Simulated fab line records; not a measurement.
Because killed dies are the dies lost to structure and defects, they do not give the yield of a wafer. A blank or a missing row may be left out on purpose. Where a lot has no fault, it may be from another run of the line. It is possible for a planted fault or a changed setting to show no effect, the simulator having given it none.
2 desks, one fault / flow nandHarc / numbers are kept per desk, each desk with only its own; the story behind them comes last

== TOOL OWNER'S DESK, harEtch-01 ==
The tool's own readings at NHARC_A_CHANNEL_HOLE_D1_ETCH_24 (etches the open film in C4F8/O2/Ar, time 906.2 s, target depth 1500 nm): means of the sampled wafers that have a number, for each lot that ran on this tool. The brackets show how far a lot's mean lies from the usual mean; more than 4 standard deviations puts the lot out of limits, marked OUT.
Columns: A = drypumpMotorCurrentA at NHARC_A_CHANNEL_HOLE_D1_ETCH_24, usual 5.9 A; B = showerheadPlenumPTorr at NHARC_A_CHANNEL_HOLE_D1_ETCH_24, usual 3.56 Torr; C = throttleValvePct at NHARC_A_CHANNEL_HOLE_D1_ETCH_24, usual 32.235 %
lot=L151; first seen here=day 8 21:41; A=5.9; B=3.67; C=32.230
lot=L153; first seen here=day 9 08:20; A=5.9; B=3.67; C=32.241
lot=L154; first seen here=day 10 03:10; A=5.9; B=3.66; C=32.235
lot=L160; first seen here=day 12 16:36; A=6.0; B=3.59; C=32.229
lot=L167; first seen here=day 15 14:41; A=5.9; B=3.63; C=32.234
lot=L169; first seen here=day 15 23:13; A=5.9; B=3.62; C=32.241
lot=L174; first seen here=day 18 06:08; A=6.0; B=3.55; C=32.234
This desk's finding: nothing out of limits on any of the 7 lots.

== THE DEFECT DESK ==
Inspection counts along the route, by lot: the mean over sampled wafers that carry a number. The brackets show how far a lot's mean lies from the usual mean; more than 4 standard deviations puts the lot out of limits, marked OUT.
Columns: A = rawDefectCount at NHARC_A_CHANNEL_HOLE_D1_INSPECT_40, usual 69
lot=L151; first seen here=day 9 01:19; A=39
lot=L153; first seen here=day 9 11:55; A=52
lot=L154; first seen here=day 10 06:59; A=43
lot=L155; first seen here=day 10 07:35; A=103
lot=L158; first seen here=day 11 13:47; A=82
lot=L159; first seen here=day 12 05:48; A=91
lot=L160; first seen here=day 12 20:20; A=59
lot=L165; first seen here=day 14 11:22; A=118
lot=L167; first seen here=day 15 18:16; A=418 (+15) OUT
lot=L169; first seen here=day 16 02:46; A=434 (+16) OUT
lot=L173; first seen here=day 17 19:20; A=62
lot=L174; first seen here=day 18 09:29; A=64
Finding of this desk: L167, L169 out of limits; the first was L167 at day 15 18:16, on rawDefectCount at NHARC_A_CHANNEL_HOLE_D1_INSPECT_40. Within limits: L151, L153, L154, L155, L158, L159, L160, L165, L173, L174.

== PUT TOGETHER ==
The defect desk could have raised an alarm at day 15 18:16, on L167, L169.
The tool owner's desk saw nothing out of limits.
On record at the tool owner's desk: L167, L169, within its limits.
Every lot named ran NHARC_A_CHANNEL_HOLE_D1_ETCH_24 on harEtch-01.

== WHAT HAD BEEN PUT IN BY THE SIMULATOR ==
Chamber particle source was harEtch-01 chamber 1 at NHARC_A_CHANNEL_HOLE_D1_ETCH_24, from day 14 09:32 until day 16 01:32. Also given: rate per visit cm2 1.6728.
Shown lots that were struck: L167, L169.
Hours from the fault's start to each desk's first reading out of limits: the defect desk, 33.
